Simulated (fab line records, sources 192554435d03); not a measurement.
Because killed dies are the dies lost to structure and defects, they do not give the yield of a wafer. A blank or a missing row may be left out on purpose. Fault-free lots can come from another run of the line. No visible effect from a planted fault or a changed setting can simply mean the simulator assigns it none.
Lot-split experiment -- flow n5-finfet -- route with 1938 steps; 7 lots, 21 wafers read

== SPLIT DETAILS ==
At N5_BEOL_M5_ETCH_72 (etches underlayer in N2/H2, target depth 6.5 nm, time 5.2 s), the setting bias-w was moved away from the recipe's 150 W on 5 of the 21 wafers read, by -14.3% to +16.6%. This setting was run at the recipe's value on the other wafers.

Reading taken at the split's own step.

== THE READING ==
rf-vpp-V, in V, at N5_BEOL_M5_ETCH_72 (etches underlayer in N2/H2, target depth 6.5 nm, time 5.2 s). Typical for fault-free wafers on this fab line: 524.3 V, with standard deviation 1.9 V.

wafer,"tool, chamber at the split","bias-w as run, W",against the recipe,"rf-vpp-V, V",against lot-mates on the recipe
L075.3,"rie-diel-05, 3",128.5,-14.3%,476.2,-50.1
L075.4,"rie-diel-05, 0",128.5,-14.3%,475.8,-50.5
L075.6,"rie-diel-05, 0",150,recipe,526.3,-
L076.3,"rie-diel-02, 1",150,recipe,522.1,-
L076.5,"rie-diel-02, 1",150,recipe,525.1,-
L076.6,"rie-diel-02, 0",150,recipe,528.2,-
L077.1,"rie-diel-01, 2",133.1,-11.3%,487.3,-38.9
L077.2,"rie-diel-01, 0",150,recipe,526.2,-
L077.3,"rie-diel-01, 1",133.1,-11.3%,485.9,-40.3
L080.2,"rie-diel-02, 1",150,recipe,522.5,-
L080.3,"rie-diel-02, 2",150,recipe,525.8,-
L080.5,"rie-diel-02, 0",150,recipe,525.3,-
L081.3,"rie-diel-01, 3",150,recipe,522.3,-
L081.5,"rie-diel-01, 3",150,recipe,522.1,-
L081.6,"rie-diel-01, 2",150,recipe,527.6,-
L083.1,"rie-diel-01, 3",150,recipe,520.5,-
L083.3,"rie-diel-01, 0",174.9,+16.6%,579.2,+58.3
L083.4,"rie-diel-01, 1",150,recipe,521.3,-
L093.1,"rie-diel-01, 3",150,recipe,521.6,-
L093.4,"rie-diel-01, 2",150,recipe,524.8,-
L093.5,"rie-diel-01, 3",150,recipe,520.1,-

FIT RESULTS
A straight line over all 21 wafers: rf-vpp-V changes by +3.33 V for each +1% of bias-w; r = +0.99; the points scatter about the line by 2.3 V.
The same after taking each lot's own level away (the mean of its wafers on the recipe; 21 wafers): +3.51 V for each +1%; r = +1.00; scatter 1.7 V.
According to that fit, moving bias-w by its largest amount changes the reading by 58 V.
From 520.90 to 526.30 V: that is the span of the lots' own levels, equal to 2.8 times the standard deviation above.
The two slopes agree, so the slope changes little with the lot-to-lot level.
Check: with one of the wafers moved furthest among these (+16.6%) left out of the fit, the line predicts +58.3 V for it against its lot-mates. It came out at +58.3 V against them.
Tool readings at the split's step, against how far the setting was moved: etch-rf-on-time-s r = -0.92; rf-vpp-V r = +0.99.

== OTHER SPLITS APPLIED TO THESE WAFERS ==
Other splits were also applied to these wafers ahead of the reading. Each is held against what the fit with the lots' levels taken away leaves over:
other split on the same wafers,wafers away from the commonest value,r with rf-vpp-V (lot level and that fit taken away)
N5_BEOL_M4_EXPOSE_08 dose-mj,5,-0.37

== THE WHOLE CHAIN: every reading that the file lists as answering this split, in the file's order ==
step,what it does,reading,change (the file's fit),r (the file's)
N5_BEOL_M5_ETCH_72,"etches underlayer in N2/H2, target depth 6.5 nm, time 5.2 s",etch-rf-on-time-s,withheld for each +1% of the setting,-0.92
N5_BEOL_M5_ETCH_72,"etches underlayer in N2/H2, target depth 6.5 nm, time 5.2 s",rf-vpp-V,+3.51 V for each +1% of the setting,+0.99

== FILE'S OWN FIT ==
rf-vpp-V changes by +3.51 V for each +1% of bias-w, r = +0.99.
